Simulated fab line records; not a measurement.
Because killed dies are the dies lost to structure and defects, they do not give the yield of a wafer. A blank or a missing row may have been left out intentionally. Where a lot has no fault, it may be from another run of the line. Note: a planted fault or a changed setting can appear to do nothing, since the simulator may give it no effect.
Chamber matching ; flow n5-finfet ; N5_BEOL_M5_PECVD_70 on pecvd-01: 3 sister chambers
The step deposits SiO2 from TEOS/O2, target thk 16 nm, time 18 s. 16 wafers are shown with their chamber, then 8 later ones without.

## WAFERS, EACH WITH ITS CHAMBER
wafer;chamber;throttle-valve-pct (%);showerhead-plenum-p-Torr (Torr);heater-power-w (W)
L077.2;0;23.0;8.82;700
L077.3;2;20.7;8.84;609
L077.6;1;22.3;8.92;859
L084.1;0;22.9;8.78;722
L084.2;1;22.1;8.90;818
L084.3;2;21.1;8.81;616
L076.2;0;22.8;8.79;704
L076.4;2;20.5;8.80;514
L076.6;1;22.2;8.90;779
L083.1;2;21.1;8.81;628
L083.3;1;22.1;8.89;768
L083.4;0;22.8;8.79;728
L081.2;1;22.2;8.90;782
L081.3;2;20.8;8.82;613
L081.5;0;22.9;8.80;697
L085.1;0;22.8;8.84;682

SIGNATURES (means of the wafers above)
reading;chamber 0;chamber 1;chamber 2;scatter within a chamber
throttle-valve-pct;22.867;22.180;20.840;0.16
showerhead-plenum-p-Torr;8.8033;8.9020;8.8160;0.0174
heater-power-w;705.50;801.20;596.00;34.7
Rule: for a wafer and a chamber, the distance is found by dividing, reading by reading, the gap between the wafer's reading and the chamber's mean by the reading's scatter, squaring, summing and taking the root. If the next closest chamber is less than 2 further off than the closest, the wafer can't be placed; otherwise it belongs to the closest. The scatter: take each reading less its chamber's mean, square it, sum over the shown wafers, divide by the number of wafers less the number of chambers, and take the root.

## WAFERS MISSING THEIR CHAMBER
wafer;throttle-valve-pct (%);showerhead-plenum-p-Torr (Torr);heater-power-w (W)
L085.4;20.9;8.84;607
L085.5;23.1;8.78;695
L088.3;21.1;8.84;563
L088.4;22.9;8.80;738
L088.5;22.9;8.80;748
L092.2;21.2;8.83;546
L092.3;20.7;8.89;838
L092.4;20.5;8.89;839

## THE CHAMBER EACH PASSED THROUGH
wafer;from the rows above;in truth
L085.4;2;2
L085.5;0;0
L088.3;2;2
L088.4;0;0
L088.5;0;0
L092.2;2;2
L092.3;can't be placed: 2 or 1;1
L092.4;2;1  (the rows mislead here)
Correct placement for 6 of the 8. Cannot be placed on the basis of these rows: 1; the candidates contain the true chamber in 1. Number placed wrongly: 1.
